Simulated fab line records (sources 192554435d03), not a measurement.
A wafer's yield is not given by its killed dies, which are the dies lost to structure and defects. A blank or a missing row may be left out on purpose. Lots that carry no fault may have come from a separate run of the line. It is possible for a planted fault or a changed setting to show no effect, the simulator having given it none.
3 desks looking at one fault	flow n5_finfet	every desk sees just its own numbers, and what lay behind them comes last

== METROLOGY DESK ==
Means of the sampled wafers that have a number, per lot and without regard to the tool the lot ran on: this is what the gauges read. The brackets show how far a lot's mean lies from the usual mean; more than 4 standard deviations puts the lot out of limits, marked OUT. It has 10 readings; the 7 that lie furthest out on some lot are the ones shown.
Columns: A = IOFF_N at N5_BEOL_M4_RC_MEAS_101, usual 0.18 nA/um; B = IOFF_P at N5_BEOL_M4_RC_MEAS_101, usual 0.24 nA/um; C = ION_N at N5_BEOL_M4_RC_MEAS_101, usual 677 uA/um; D = ION_P at N5_BEOL_M4_RC_MEAS_101, usual 464 uA/um; E = SS_P at N5_BEOL_M4_RC_MEAS_101, usual 73.6 mV/dec; F = VT_N at N5_BEOL_M4_RC_MEAS_101, usual 249 mV; G = VT_P at N5_BEOL_M4_RC_MEAS_101, usual -249 mV
lot	first seen here	A	B	C	D	E	F	G
L840	day 8 05:43	0.17	0.20	684	468	73.2	250	-252
L841	day 8 13:19	0.17	0.22	664	453	74.1	250	-253
L844	day 9 10:41	0.17	0.24	671	465	74.1	249	-248
L846	day 10 00:06	0.21	0.27	676	464	73.6	250	-246
L847	day 10 05:03	0.19	0.27	678	469	73.9	247	-245
L852	day 11 05:20	0.20	0.24	681	462	73.1	248	-248
L853	day 11 08:13	0.21	0.28	678	464	73.9	248	-248
L854	day 11 13:32	0.13	0.18	666	463	72.5	254	-254
L859	day 13 06:29	0.20	0.21	695	467	73.7	246	-250
L860	day 13 17:25	0.19	0.24	684	465	74.1	245	-251
This desk's verdict: no lot among the 10 shows anything out of limits.

== THE DEFECT DESK ==
Inspection counts along the route, by lot: the mean over sampled wafers that carry a number. The brackets show how far a lot's mean lies from the usual mean; more than 4 standard deviations puts the lot out of limits, marked OUT.
Columns: A = raw_defect_count at N5_SDB_INSPECT_36, usual 38
lot	first seen here	A
L840	day 4 12:50	32
L841	day 4 17:41	37
L844	day 5 09:48	84
L846	day 5 22:35	42
L847	day 6 05:31	38
L852	day 7 11:01	26
L853	day 7 15:57	32
L854	day 7 21:10	39
L859	day 9 04:38	34
L860	day 9 11:38	27
This desk's verdict: no lot among the 10 shows anything out of limits.

== THE TOOL OWNER'S DESK: litho_track-04 ==
The tool's own readings at N5_HKMG_FIN_COAT_41 (time 60 s, resist thk 300 nm): means of the sampled wafers that have a number, for each lot that ran on this tool. The brackets show how far a lot's mean lies from the usual mean; more than 4 standard deviations puts the lot out of limits, marked OUT.
Columns: A = chill_plate_temp_C at N5_HKMG_FIN_COAT_41, usual 22.97 C; B = heater_power_total_W at N5_HKMG_FIN_COAT_41, usual 500.6 W; C = plate_temp_C at N5_HKMG_FIN_COAT_41, usual 250.01 C
lot	first seen here	A	B	C
L841	day 4 19:28	22.93	500.6	249.80
L846	day 5 23:44	22.98	500.6	249.85
L853	day 7 17:26	22.83	838.0 (+99 or more) OUT	267.15 (+95) OUT
L854	day 7 22:32	22.97	838.7 (+99 or more) OUT	267.41 (+97) OUT
This desk's finding: out of limits on L853, L854; first on L853, day 7 17:26 (heater_power_total_W at N5_HKMG_FIN_COAT_41). L841, L846: within limits.

== TAKEN TOGETHER ==
The tool owner's desk could have raised an alarm at day 7 17:26, on L853, L854.
Metrology desk: nothing out of limits seen.
Nothing out of limits was seen by the defect desk.
The metrology desk holds a record of L853, L854, inside its limits.
The defect desk has L853, L854 on record, within its limits.
On litho_track-04, each named lot ran N5_HKMG_FIN_COAT_41.

== WHAT THE SIMULATOR HAD PUT IN ==
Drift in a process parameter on litho_track-04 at N5_HKMG_FIN_COAT_41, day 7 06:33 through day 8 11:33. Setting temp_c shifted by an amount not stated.
Shown lots that were struck: L853, L854.
Hours from the fault's start to each desk's first reading out of limits: the tool owner's desk, 11.
